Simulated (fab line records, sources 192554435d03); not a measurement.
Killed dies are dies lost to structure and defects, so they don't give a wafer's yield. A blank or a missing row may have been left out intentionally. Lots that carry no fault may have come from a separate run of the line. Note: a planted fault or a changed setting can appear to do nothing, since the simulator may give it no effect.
fab line records | flow n5Finfet
record lots=13 | wafers=32 | lastDay=19
route steps=1938 shown BEOL_M0_CUTY@712 MIM_BOT@1832 MIM_TOP@1835 PASSIVATION@1936
lots that met no fault: taken from a fault-free run of the same line
startH: hours from the record's first day to the start of the lot's first wafer shown | waitH: hours from the lot's prior step to this one | " identical to the entry in the row above | L1.1+2: several wafers, shown together as one row | - no value present, or no start provided | * or withheld: withheld | < > ~ a bound
route shown NAME@n: names a module that has steps shown in the file, with the first one's number in the route | usual: mean/standard deviation of fault-free wafers | same: alike in all rows | chamber/n: place in a boat | sites: readings site by site | _std_site: their standard deviation | _edge_site: the outer-site mean with the inner-site mean subtracted | radiusMm: how far each site lies from the wafer's centre | mask NAME#n: copy n | behind: the most recent tool/chamber to have shaped the wafer | hold: why the lot was held/for how many hours/how that ended | device: whichever transistor did not switch (one of n, p or np) | end of line: tests run on the same wafers once the route is complete | a step without rows: its recipe alone | killed: at the first sort, the dies lost to defects and structure; wafer yield is something else | map: dies across one wafer; x = killed, . = not, _ = none there
set.NAME: the setting the step ran with; set.NAME@STEP: the setting that earlier step ran with | model.NAME: the simulator's own value behind a step, which no gauge read
a sample of lots followed through the steps of the route, with each step as a table and each wafer as a row
services: the hour from which a tool's chamber was out of use, counted from the record's first day as startH (under 0 if before that day), plus the number of hours and why
## steps
# step N5_BEOL_M0_CUTY_ETCH_62
# recipe chemistry=CF4 | target=SiARC | maskMaterial=CAR-ArF-block | timeS=58.5 | ionEnergyEv=80 | pressureMtorr=40 | sourceW=545 | biasW=36 | Ar_flow_sccm=100 | cf4FlowSccm=100 | ends=cleared
# usual biasW=36.00/0.11 | cf4FlowSccm=99.9/0.33 | drypumpMotorCurrentA=5.6/0.44 | etchRfOnTimeS=58.4/2.4 | oesProductAu=0.68/0.082 | rfVppV=184.2/1.1 | showerheadPlenumPTorr=2.15/0.061 | throttleValvePct=15.59/0.23
lot.wafer | tool       | chamber | startH | waitH | biasW | cf4FlowSccm | drypumpMotorCurrentA | etchRfOnTimeS | oesProductAu | rfHoursCounterH | rfVppV | showerheadPlenumPTorr | throttleValvePct
L418.2    | rieDiel-02 | 0       | 111.96 | 0.0   | 35.93 | 100.1       | 6.3                  | 56.5          | 0.74         | 54              | 184.1  | 2.18                  | 15.78
L418.3    | "          | 1       | "      | "     | 35.96 | 100.1       | 5.5                  | 60.4          | 0.60         | 221             | 183.9  | 2.12                  | 15.93
L418.5    | "          | 3       | "      | "     | 35.96 | 99.7        | 5.7                  | 58.8          | 0.59         | -               | 184.0  | 2.11                  | 15.74
L419.3    | rieDiel-03 | 1       | 117.48 | 0.0   | 35.86 | 100.4       | 5.8                  | 65.0          | 0.57         | 200             | 184.3  | 2.12                  | 15.44
L419.4    | "          | 3       | "      | "     | 36.08 | 99.6        | 4.9                  | 60.3          | 0.58         | 246             | 183.1  | 2.03                  | 15.86
L420.1    | rieDiel-04 | 3       | 138.88 | 0.0   | 35.89 | 99.8        | 6.0                  | 60.7          | 0.83         | 1               | 184.8  | 2.17                  | 15.45
L420.5    | "          | 3       | "      | "     | 35.92 | 99.8        | 6.0                  | 60.8          | 0.82         | -               | 185.0  | 2.17                  | 15.43
L420.6    | "          | 1       | "      | "     | 35.94 | 100.1       | 5.7                  | 57.7          | 0.64         | -               | 183.4  | 2.13                  | 15.70
L421.1    | rieDiel-03 | 1       | 141.75 | 0.0   | 36.02 | 99.8        | 5.8                  | 65.1          | 0.58         | 208             | 183.5  | 2.12                  | 15.45
L421.5    | "          | 2       | "      | "     | 36.06 | 100.1       | 5.2                  | 56.0          | 0.64         | -               | 182.4  | 2.06                  | 15.87
L422.3    | rieDiel-02 | 0       | 146.35 | 0.0   | 36.02 | 99.9        | 6.3                  | 55.0          | 0.75         | 66              | 183.9  | 2.17                  | 15.82
L422.6    | "          | 1       | "      | "     | 35.91 | 99.8        | 5.5                  | 59.5          | 0.59         | -               | 184.1  | 2.12                  | 15.96
L423.1    | rieDiel-03 | 1       | 152.82 | 0.0   | 36.06 | 99.6        | 5.8                  | 65.3          | 0.57         | 213             | 185.0  | 2.11                  | 15.47
L423.2    | "          | 2       | "      | "     | 36.16 | 99.5        | 5.2                  | 56.0          | 0.63         | 174             | 183.9  | 2.06                  | 15.90
L425.1    | rieDiel-04 | 1       | 159.05 | 0.0   | 36.08 | 99.9        | 5.7                  | 57.1          | 0.65         | 173             | 183.7  | 2.13                  | 15.71
L425.2    | "          | 3       | "      | "     | 36.06 | 99.7        | 6.0                  | 60.8          | 0.79         | 12              | 184.5  | 2.17                  | 15.46
L425.4    | "          | 3       | "      | "     | 35.98 | 99.5        | 6.0                  | 59.6          | 0.80         | -               | 183.3  | 2.17                  | 15.45
L427.1    | rieDiel-02 | 3       | 168.17 | 0.0   | 35.74 | 100.3       | 5.7                  | 57.5          | 0.84         | 3               | 182.8  | 2.11                  | 15.28
L427.2    | "          | 1       | "      | "     | 35.90 | 100.4       | 5.5                  | 61.3          | 0.58         | 242             | 183.6  | 2.12                  | 15.97
L427.5    | "          | 1       | "      | "     | 35.95 | 100.0       | 5.5                  | 60.2          | 0.59         | -               | 183.9  | 2.12                  | 15.97
L428.2    | rieDiel-03 | 0       | 177.33 | 0.0   | 35.98 | 99.8        | 5.0                  | 56.5          | 0.74         | 42              | 183.7  | 2.17                  | 15.51
L428.6    | "          | 3       | "      | "     | 35.87 | 99.5        | 4.9                  | 57.6          | 0.82         | -               | 186.0  | 2.27                  | 15.35
L429.5    | rieDiel-02 | 1       | 184.98 | 0.0   | 36.08 | 100.3       | 5.5                  | 60.1          | 0.59         | -               | 182.7  | 2.11                  | 16.00
L429.6    | "          | 2       | "      | "     | 35.88 | 100.0       | 5.2                  | 57.3          | 0.67         | -               | 185.4  | 2.22                  | 15.34
L430.2    | rieDiel-02 | 3       | 192.16 | 0.0   | 35.92 | 100.0       | 5.7                  | 57.0          | 0.81         | 10              | 182.9  | 2.10                  | 15.30
L430.4    | "          | 2       | "      | "     | 35.85 | 99.6        | 5.2                  | 58.1          | 0.65         | -               | 185.6  | 2.22                  | 15.35
L440.3    | rieDiel-03 | 1       | 249.21 | 0.0   | 36.14 | 99.6        | 5.8                  | 65.1          | 0.56         | 245             | 184.1  | 2.10                  | 15.52
L440.5    | "          | 2       | "      | "     | 36.09 | 99.6        | 5.3                  | 57.4          | 0.61         | -               | 181.9  | 2.05                  | 15.96
L440.6    | "          | 3       | "      | "     | 35.99 | 99.9        | 4.8                  | 58.1          | 0.75         | -               | 185.6  | 2.27                  | 15.40
L441.1    | rieDiel-03 | 1       | 251.75 | 0.0   | 36.04 | 99.3        | 5.8                  | 64.5          | 0.56         | 246             | 183.8  | 2.10                  | 15.53
L441.3    | "          | 0       | "      | "     | 36.02 | 100.2       | 5.0                  | 56.5          | 0.71         | 65              | 184.7  | 2.16                  | 15.55
L441.5    | "          | 3       | "      | "     | 36.11 | 100.3       | 4.9                  | 57.6          | 0.75         | -               | 186.4  | 2.27                  | 15.42
# step N5_MIM_BOT_DEGAS_01
# recipe ambient=vacuum | tempC=300 | timeS=60
# usual heaterPowerW=485/47
lot.wafer | tool          | chamber | startH | waitH | heaterPowerW
L418.2    | pvdSputter-03 | -       | 275.35 | 0.9   | 433
L418.3    | "             | -       | "      | "     | 491
L418.5    | "             | -       | "      | "     | 467
L419.3    | pvdSputter-01 | -       | 275.41 | 0.8   | 506
L419.4    | "             | -       | "      | "     | 474
L422.3    | pvdSputter-01 | -       | 321.65 | 1.7   | 476
L422.6    | "             | -       | "      | "     | 489
L421.1    | pvdSputter-01 | -       | 322.59 | 0.6   | 588
L421.5    | "             | -       | "      | "     | 466
L420.1    | pvdSputter-02 | -       | 332.40 | 0.8   | 450
L420.5    | "             | -       | "      | "     | 523
L420.6    | "             | -       | "      | "     | 453
L427.1    | pvdSputter-02 | -       | 332.64 | 0.7   | 406
L427.2    | "             | -       | "      | "     | 518
L427.5    | "             | -       | "      | "     | 427
L425.1    | pvdSputter-01 | -       | 339.93 | 0.5   | 595
L425.2    | "             | -       | "      | "     | 496
L425.4    | "             | -       | "      | "     | 492
L423.1    | pvdSputter-02 | -       | 352.28 | 1.3   | 447
L423.2    | "             | -       | "      | "     | 529
L428.2    | pvdSputter-01 | -       | 363.46 | 0.6   | 475
L428.6    | "             | -       | "      | "     | 516
L430.2    | pvdSputter-01 | -       | 366.46 | 0.3   | 588
L430.4    | "             | -       | "      | "     | 505
L429.5    | pvdSputter-03 | -       | 372.40 | 0.0   | 477
L429.6    | "             | -       | "      | "     | 495
L440.3    | pvdSputter-03 | -       | 446.13 | 0.3   | 492
L440.5    | "             | -       | "      | "     | 494
L440.6    | "             | -       | "      | "     | 470
L441.1    | pvdSputter-01 | -       | 448.78 | 2.2   | 599
L441.3    | "             | -       | "      | "     | 470
L441.5    | "             | -       | "      | "     | 478
# step N5_MIM_TOP_ALD_01
# recipe material=HfO2 | targetThkA=56 | tempC=withheld | aldPrecursorFamily=Hf-amide | aldCoReactant=O3 | pulseTimeS=1 | purgeTimeS=3 | coReactantPurgeTimeS=2 | coReactantPulseTimeS=3 | aldCycles=62
# usual precursorPulseHeightRel=0.999/0.02
lot.wafer | tool     | chamber | startH | waitH | precursorPulseHeightRel
L418.2    | aldHk-01 | 3       | -      | -     | 0.996
L418.3    | "        | 2       | "      | "     | 0.984
L418.5    | "        | 1       | "      | "     | 1.019
L419.3    | aldHk-03 | 1       | -      | -     | 1.000
L419.4    | "        | 2       | "      | "     | 0.958
L422.3    | aldHk-01 | 0       | -      | -     | 0.945
L422.6    | "        | 3       | "      | "     | 1.000
L421.1    | aldHk-03 | 2       | -      | -     | 1.029
L421.5    | "        | 0       | "      | "     | 1.031
L420.1    | aldHk-01 | 1       | -      | -     | 1.001
L420.5    | "        | 1       | "      | "     | 0.988
L420.6    | "        | 2       | "      | "     | 1.007
L427.1    | aldHk-03 | 3       | -      | -     | 1.006
L427.2    | "        | 1       | "      | "     | 0.967
L427.5    | "        | 0       | "      | "     | 0.985
L425.1    | aldHk-01 | 3       | -      | -     | 1.001
L425.2    | "        | 1       | "      | "     | 0.972
L425.4    | "        | 2       | "      | "     | 0.978
L423.1    | aldHk-03 | 0       | -      | -     | 1.015
L423.2    | "        | 2       | "      | "     | 1.026
L428.2    | aldHk-03 | 0       | -      | -     | 0.993
L428.6    | "        | 2       | "      | "     | 0.977
L430.2    | aldHk-03 | 0       | -      | -     | 0.993
L430.4    | "        | 1       | "      | "     | 1.026
L429.5    | aldHk-03 | 3       | -      | -     | 0.972
L429.6    | "        | 2       | "      | "     | 0.973
L440.3    | aldHk-01 | 1       | -      | -     | 1.001
L440.5    | "        | 1       | "      | "     | 1.011
L440.6    | "        | 0       | "      | "     | 1.022
L441.1    | aldHk-03 | 0       | -      | -     | 1.009
L441.3    | "        | 1       | "      | "     | 0.994
L441.5    | "        | 0       | "      | "     | 1.009
# step N5_MIM_TOP_SPUTTER_03
# recipe material=TiN | targetThkA=350 | tempC=200 | powerW=3000 | chamberPressurePa=0.49996 | gas=Ar | reactivePartialPa=0.37997 | timeS=89.7
# usual cathodeDcPowerW=2999.9/0.54 | throttleValvePct=29.9/1.2
lot.wafer | tool          | chamber | startH | waitH | cathodeDcPowerW | throttleValvePct
L418.2    | pvdSputter-03 | -       | 276.17 | 0.0   | 3000.3          | 27.8
L418.3    | "             | -       | "      | "     | 3000.0          | 29.4
L418.5    | "             | -       | "      | "     | 2999.9          | 29.0
L419.3    | pvdSputter-02 | -       | 278.47 | 0.0   | 3000.7          | 28.8
L419.4    | "             | -       | "      | "     | 2999.7          | 31.2
L422.3    | pvdSputter-02 | -       | 322.70 | 0.0   | 2999.9          | 31.3
L422.6    | "             | -       | "      | "     | 2999.5          | 31.4
L421.1    | pvdSputter-02 | -       | 325.00 | 0.0   | 2999.5          | 28.6
L421.5    | "             | -       | "      | "     | 3000.1          | 29.0
L420.1    | pvdSputter-03 | -       | 336.10 | 0.0   | 3000.0          | 28.0
L420.5    | "             | -       | "      | "     | 2999.5          | 28.1
L420.6    | "             | -       | "      | "     | 2999.8          | 29.7
L427.1    | pvdSputter-01 | -       | 336.21 | 0.0   | 2999.9          | 32.6
L427.2    | "             | -       | "      | "     | 3000.7          | 28.7
L427.5    | "             | -       | "      | "     | 3000.5          | 32.7
L425.1    | pvdSputter-02 | -       | 341.28 | 0.0   | 3000.3          | 31.3
L425.2    | "             | -       | "      | "     | 3001.0          | 30.2
L425.4    | "             | -       | "      | "     | 3000.0          | 31.4
L423.1    | pvdSputter-03 | -       | 353.18 | 0.0   | 3001.0          | 29.4
L423.2    | "             | -       | "      | "     | 3000.0          | 28.1
L428.2    | pvdSputter-02 | -       | 365.60 | 0.0   | 2999.8          | 29.0
L428.6    | "             | -       | "      | "     | 3000.5          | 31.3
L430.2    | pvdSputter-03 | -       | 369.27 | 0.0   | 2999.7          | 28.0
L430.4    | "             | -       | "      | "     | 3000.0          | 29.6
L429.5    | pvdSputter-02 | -       | 374.76 | 0.0   | 3000.0          | 30.3
L429.6    | "             | -       | "      | "     | 3000.3          | 28.9
L440.3    | pvdSputter-01 | -       | 448.94 | 0.0   | 3000.2          | 33.1
L440.5    | "             | -       | "      | "     | 3000.1          | 30.5
L440.6    | "             | -       | "      | "     | 3000.2          | 30.9
L441.1    | pvdSputter-03 | -       | 449.93 | 0.0   | 2999.8          | 29.5
L441.3    | "             | -       | "      | "     | 3000.7          | 29.1
L441.5    | "             | -       | "      | "     | 2999.8          | 27.9
# step N5_PASSIVATION_PROBE_49
# usual defectLimitedYield=91.2/1.4 | killed_at_M0_to_M3=34/9.3 | killed_at_M4_up=14/5.9 | killedAtContacts=14/5.7 | killedAtFrontEnd=38/10 | killedAtOther=4/3.2 | killedDies=104/17 | killedOpen=67/13 | killedShort=33/6.9 | sort_bin_5_function=5.2/1 | sort_bin_6_memory=3.3/0.61 | sort_bin_8_speed=0.3/1.8 | sortNPass=1069/52
# same grossDies=1180 | killedAtBackSide=0 | sort_bin_4_leakage[%]=0
lot.wafer | tool      | chamber | startH | waitH | defectLimitedYield[%] | killed_at_M0_to_M3 | killed_at_M4_up | killedAtContacts | killedAtFrontEnd | killedAtOther | killedDies | killedOpen | killedShort | sort_bin_5_function[%] | sort_bin_6_memory[%] | sort_bin_8_speed[%] | sortNPass
L441.1    | prober-01 | -       | 461.54 | 0.7   | 77.6                  | 192                | 13              | 8                | 43               | 8             | 264        | 56         | 41          | 13.6                   | 4.6                  | 0                   | 916
L441.3    | prober-01 | -       | 461.64 | 0.8   | 77.5                  | 184                | 12              | 28               | 29               | 13            | 266        | 53         | 32          | 13.3                   | 4.2                  | 0                   | 914
L441.5    | prober-01 | -       | 461.74 | 0.9   | 81.4                  | 111                | 19              | 8                | 53               | 28            | 219        | 70         | 40          | 11.7                   | 3.6                  | 0                   | 961
L440.3    | prober-01 | -       | 461.94 | 0.9   | 81.7                  | 178                | 16              | 9                | 11               | 2             | 216        | 40         | 17          | 9.7                    | 3.6                  | 0                   | 964
L440.5    | prober-01 | -       | 462.04 | 1.0   | 86.2                  | 99                 | 15              | 18               | 29               | 2             | 163        | 64         | 25          | 7.4                    | 3.7                  | 0                   | 1017
L440.6    | prober-01 | -       | 462.09 | 1.0   | 86.0                  | 112                | 12              | 9                | 29               | 3             | 165        | 53         | 26          | 8.1                    | 3.1                  | 0                   | 1015
# killed by level:class
L441.1 BEOL_M0_CUTY:unspecified=153 BEOL_M3:geometricParticle:open=11 FIN_SAQP:geometricParticle:short=10 BEOL_M0_SAQP:geometricParticle:short=8 FIN_CUT:areaEtch=8 MOL_CONTACT_COAG:geometricParticle:open=6 ILD0:geometricParticle:short=5 BEOL_M0_SAQP:geometricParticle:open=5
L441.3 BEOL_M0_CUTY:unspecified=157 MOL_CONTACT_COAG:geometricParticle:open=13 MOL_CONTACT_COAG:areaEtch=13 PASSIVATION:areaEtch=10 FIN_SAQP:geometricParticle:short=9 BEOL_M3:geometricParticle:open=7 BEOL_M4:geometricParticle:open=6 FIN_SAQP:geometricParticle:open=5
L441.5 BEOL_M0_CUTY:unspecified=81 PASSIVATION:areaEtch=24 FIN_SAQP:geometricParticle:open=14 FIN_SAQP:geometricParticle:short=14 BEOL_M2:geometricParticle:open=10 BEOL_M4:geometricParticle:open=9 GATE_CUT:geometricParticle:short=6 MOL_CONTACT_COAG:geometricParticle:open=6
L440.3 BEOL_M0_CUTY:unspecified=158 MOL_CONTACT_COAG:geometricParticle:open=8 BEOL_M2:geometricParticle:open=8 BEOL_M4:geometricParticle:open=5 BEOL_M0_SAQP:geometricParticle:short=4 BEOL_M0_SAQP:geometricParticle:open=3 BEOL_M6:geometricParticle:open=3 DUMMY_GATE:geometricParticle:open=2
L440.5 BEOL_M0_CUTY:unspecified=71 MOL_CONTACT_COAG:geometricParticle:open=16 BEOL_M0_SAQP:geometricParticle:open=11 BEOL_M4:geometricParticle:open=9 BEOL_M0_SAQP:geometricParticle:short=7 STI_FIN_REVEAL:geometricParticle:open=6 STARTING-WAFER:geometricParticle:short=4 BEOL_M3:geometricParticle:open=3
L440.6 BEOL_M0_CUTY:unspecified=86 BEOL_M0_SAQP:geometricParticle:open=8 BEOL_M2:geometricParticle:open=8 FIN_SAQP:geometricParticle:open=6 MOL_CONTACT_COAG:geometricParticle:open=6 BEOL_M4:geometricParticle:open=5 STI_FIN_REVEAL:geometricParticle:open=4 BEOL_M0_SAQP:geometricParticle:short=4
## services
tool          | chamber | startH | hours | kind
pvdSputter-03 | -       | 94.96  | 13.8  | repair
rieDiel-04    | 0       | 98.94  | 4.2   | repair
aldHk-01      | -       | 104.28 | 2.8   | pm
rieDiel-03    | 3       | 134.34 | -     | clean
rieDiel-03    | 3       | 134.34 | -     | consumableReplace:focusRing
rieDiel-03    | 3       | 134.34 | -     | consumableReplace:showerhead
rieDiel-03    | 3       | 134.34 | 23.1  | scheduledDown
rieDiel-03    | 3       | 134.34 | 23.1  | ventCycle
rieDiel-04    | 0       | 148.13 | 4.3   | repair
pvdSputter-01 | -       | 155.00 | 1.1   | repair
aldHk-01      | -       | 158.97 | 2.2   | repair
pvdSputter-01 | -       | 161.50 | 48.4  | repair
rieDiel-03    | 0       | 201.11 | 2.7   | repair
aldHk-01      | -       | 218.43 | 2.3   | repair
rieDiel-04    | 2       | 244.17 | 16.4  | repair
rieDiel-03    | 1       | 263.46 | -     | clean
rieDiel-02    | 1       | 286.15 | 11.8  | repair
rieDiel-02    | 3       | 333.88 | 28.2  | repair
rieDiel-03    | 1       | 359.08 | 5.1   | repair
rieDiel-04    | 2       | 395.37 | 6.0   | repair
rieDiel-02    | -       | 402.40 | 1.1   | repair
rieDiel-02    | 2       | 438.88 | 4.3   | repair
rieDiel-02    | 0       | 440.69 | 2.0   | repair
rieDiel-04    | -       | 442.73 | 3.5   | repair
## key
firstSign step=N5_PASSIVATION_PROBE_49 | reading=killed_at_M0_to_M3 | direction=up | sigmas=12 | usual=34 | struck=146
effect step=N5_PASSIVATION_PROBE_49 | reading=killedDies | direction=up | sigmas=6.6 | usual=104 | struck=216
moreKillsBornAt N5_BEOL_M0_CUTY_ETCH_62@rieDiel-03=706
metAt N5_BEOL_M0_CUTY_ETCH_62
struckLots L440,L441
baselineLoss step=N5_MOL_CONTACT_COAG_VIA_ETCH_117 | wafers=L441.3
baselineLoss step=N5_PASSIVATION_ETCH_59 | wafers=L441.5
notActingAt N5_MIM_BOT_DEGAS_01,N5_MIM_TOP_ALD_01,N5_MIM_TOP_SPUTTER_03
onsetBetween 177.33 249.21
alsoFits time
fault kind=chamberParticleSource | tool=rieDiel-03 | chamber=- | onsetH=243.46 | steps=N5_BEOL_M0_CUTY_ETCH_62 | ratePerVisitCm2=1.9801 | endH=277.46
# baselineLoss: these wafers lose ten dies or more at that step, a loss of the line's own and not of a fault; the sort's usual values leave them out
